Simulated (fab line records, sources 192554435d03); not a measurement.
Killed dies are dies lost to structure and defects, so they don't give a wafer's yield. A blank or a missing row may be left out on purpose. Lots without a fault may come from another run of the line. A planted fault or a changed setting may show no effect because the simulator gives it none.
A struck lot beside a sound one | flow n5_finfet | 39 steps out of a route of 1938
Sound: wafers L974.3, L974.4, L974.6. Struck: wafer L987.1. (L987.3, L987.5 of the same lot were not struck and are left out.) The cause comes at the end.
At each step with rows: each side's tool, then ch and its chambers, then its first start. Under that, the readings that differ: sound wafers | struck wafers | difference of the means | sigmas: that difference in standard deviations of wafers without a fault.
alike: readings whose means differ by less than 2 such deviations, and words and numbers that are the same on both sides. not compared: withheld readings, readings that some wafer has no value for, bounds like >300 that may hide the same value, and numbers for which the record gives no deviation and whose values overlap.
The two part at a step that has a row with sigmas, a row that says differs or no value, or rows on one side only. Numbers that don't overlap but have no deviation are shown without sigmas and don't part them. A reading that every wafer of one side lacks parts them only if that side has two wafers or more.

first, 9 steps without rows for these wafers: N5_SDB_CMP_30 (polishes, stops on poly-Si, t overpolish 1.54 s, target thk 30 nm); N5_DUMMY_REMOVAL_HM_STRIP_01 (strips SiNx in CH3F/O2, stops on poly-Si, target depth 4 nm, time 6.8 s); N5_DUMMY_REMOVAL_STRIP_10 (strips in N2/H2, time 40 s); N5_DUMMY_REMOVAL_PRECLEAN_07 (cleans in dHF, time 30 s); N5_DUMMY_REMOVAL_DUMMY_REMOVE_02 (chemistry TMAH, target poly-Si, stops on SiO2, target depth 142 nm, time 57 s, rinse time 30 s); N5_DUMMY_REMOVAL_PRECLEAN_08 (cleans in NF3:NH3, afs cycles 2, time 20 s, sublimation time 60 s); N5_DUMMY_REMOVAL_PRECLEAN_04 (cleans in DHF, time 37 s); N5_DUMMY_REMOVAL_SRD_05 (time 30 s); N5_HKMG_FIN_IL_REGROW_00 (material SiO2, chemistry O3, target thk 0.75 nm, time 30 s).
N5_HKMG_FIN_HK_ALD_01: deposits HfO2, target thk 1.6 nm, pulse time 3 s, purge time 3 s.
  sound on ald_hk-01 ch 0,2,3, day 4 17:15; struck on ald_hk-01 ch 1, day 7 23:05
  reading                                      | sound       | struck | difference | sigmas
  ald_cycles                                   | 30 30 30    | 19     | -11        |
  model.HfO2_of_HKMG_FIN_HK_ALD_01.thk_nm (nm) | 1.6 1.6 1.6 | 1      | -1         |
  alike: precursor_pulse_height_rel
then, 26 steps without rows for these wafers: N5_HKMG_FIN_HK_ANNEAL_02 (time 30 s); N5_HKMG_FIN_ALD_74 (deposits La2O3, target thk 0.5 nm, pulse time 6 s, co reactant pulse time 1 s); N5_HKMG_FIN_ALD_75 (deposits Al2O3, target thk 1 nm, co reactant pulse time 1 s); N5_HKMG_FIN_COAT_41 (time 60 s, resist thk 300 nm); N5_HKMG_FIN_COAT_42 (time 60 s, resist thk 35 nm); N5_HKMG_FIN_COAT_43 (resist thk 90 nm); N5_HKMG_FIN_EBR_45; N5_HKMG_FIN_SOFTBAKE_44 (time 60 s); N5_HKMG_FIN_EXPOSE_46 (exposes mask NDIPOLE); N5_HKMG_FIN_PEB_47 (peb time 60 s); N5_HKMG_FIN_DEVELOP_48 (develop time 30 s); N5_HKMG_FIN_DESCUM_53 (chemistry O2, time 7.9 s); N5_HKMG_FIN_ETCH_54 (etches SiARC in CF4, target depth 45.5 nm, time 75.8 s); N5_HKMG_FIN_ETCH_55 (etches SOC in N2/H2, target depth 240 nm, time 300 s); N5_HKMG_FIN_STRIP_56 (strips in N2/H2); N5_HKMG_FIN_STRIP_57 (strips in CF4); N5_HKMG_FIN_ETCH_58 (etches SOC in N2/H2, target depth 215.8 nm, time 741 s); N5_HKMG_FIN_STRIP_93 (strips SOC in N2/H2, time 20 s); N5_HKMG_FIN_WET_ETCH_76 (etches Al2O3 in dNH4OH, stops on La2O3, target depth 2.25 nm, rinse time 30 s); N5_HKMG_FIN_STRIP_60 (strips in N2/H2, time 360 s); N5_HKMG_FIN_WET_ETCH_77 (etches La2O3 in dHCl, stops on HfO2, target depth 2 nm); N5_HKMG_FIN_WET_ETCH_78 (etches Al2O3 in dNH4OH, stops on La2O3, target depth 4.5 nm, rinse time 30 s); N5_HKMG_FIN_ALD_79 (deposits TiN, target thk 1.5 nm, pulse time 1 s, purge time 3 s); N5_HKMG_FIN_CVD_62 (deposits a-Si from Si2H6, target thk 3 nm, time 20.8 s); N5_HKMG_FIN_RTA_80 (time 2 s); N5_HKMG_FIN_PRECLEAN_64 (cleans in dHF, time 30 s).
N5_HKMG_FIN_THK_MEAS_70: measures by xrf.
  sound on film_metro-01, day 4 20:41; struck on film_metro-02, day 8 02:25
  reading     | sound             | struck | difference | sigmas
  HK_THK (nm) | 1.603 1.598 1.595 | 1.042  | -0.557     | -25
-- the record jumps here: 4 days lie between the struck wafers' starts before and after (it left off in module HKMG_FIN and takes up again in module BEOL_M4, whose first step shown is number 1111 of the route) --
N5_BEOL_M4_RC_MEAS_101:
  sound on prober-02 ch 0, day 9 09:29; struck on prober-01 ch 0, day 12 03:11
  reading         | sound                | struck | difference | sigmas
  DIBL_P (mV/V)   | 39.4 34.6 39.7       | 33.5   | -4.4       | -2
  EOT_N           | 10.45 10.58 10.49    | 9.38   | -1.13      | -12
  EOT_P           | 10.39 10.58 10.43    | 9.39   | -1.08      | -12
  IGATE_N (nA/um) | 0.0141 0.0119 0.0123 | 0.6281 | +0.6153    | +99 or more
  IGATE_P (nA/um) | 0.0042 0.0036 0.0037 | 0.1875 | +0.1837    | +99 or more
  ION_P (uA/um)   | 460 461 455          | 477    | +18        | +2
  SS_N (mV/dec)   | 72.7 72.1 72.3       | 70.2   | -2.2       | -4
  alike: DIBL_N, IOFF_N, IOFF_P, ION_N, SS_P, VT_N, VT_P
-- the record jumps here: 4 days lie between the struck wafers' starts before and after (it left off in module BEOL_M4 and takes up again in module PASSIVATION, whose first step shown is number 1936 of the route) --
N5_PASSIVATION_PROBE_49:
  sound on prober-02, day 14 03:44; struck on prober-02, day 16 06:49
  reading                | sound          | struck | difference | sigmas
  killed_at_M0_to_M3     | 32 47 39       | 18     | -21        | -2
  killed_at_other        | 4 4 4          | 10     | +6         | +2
  sort_bin_4_leakage (%) | 0 0 0          | 92.54  | +92.54     | +99 or more
  sort_n_pass            | 1089 1075 1064 | 0      | -1076      | -63
  sort_yield_pct (%)     | 92.3 91.1 90.2 | 0      | -91        | -61
  alike: defect_limited_yield, killed_at_M4_up, killed_at_contacts, killed_at_front_end, killed_dies, killed_open, killed_short, sort_bin_5_function, sort_bin_6_memory

WHERE THEY PART
First at N5_HKMG_FIN_THK_MEAS_70; last, within this record, at N5_PASSIVATION_PROBE_49.

WHY: what the simulator had put in
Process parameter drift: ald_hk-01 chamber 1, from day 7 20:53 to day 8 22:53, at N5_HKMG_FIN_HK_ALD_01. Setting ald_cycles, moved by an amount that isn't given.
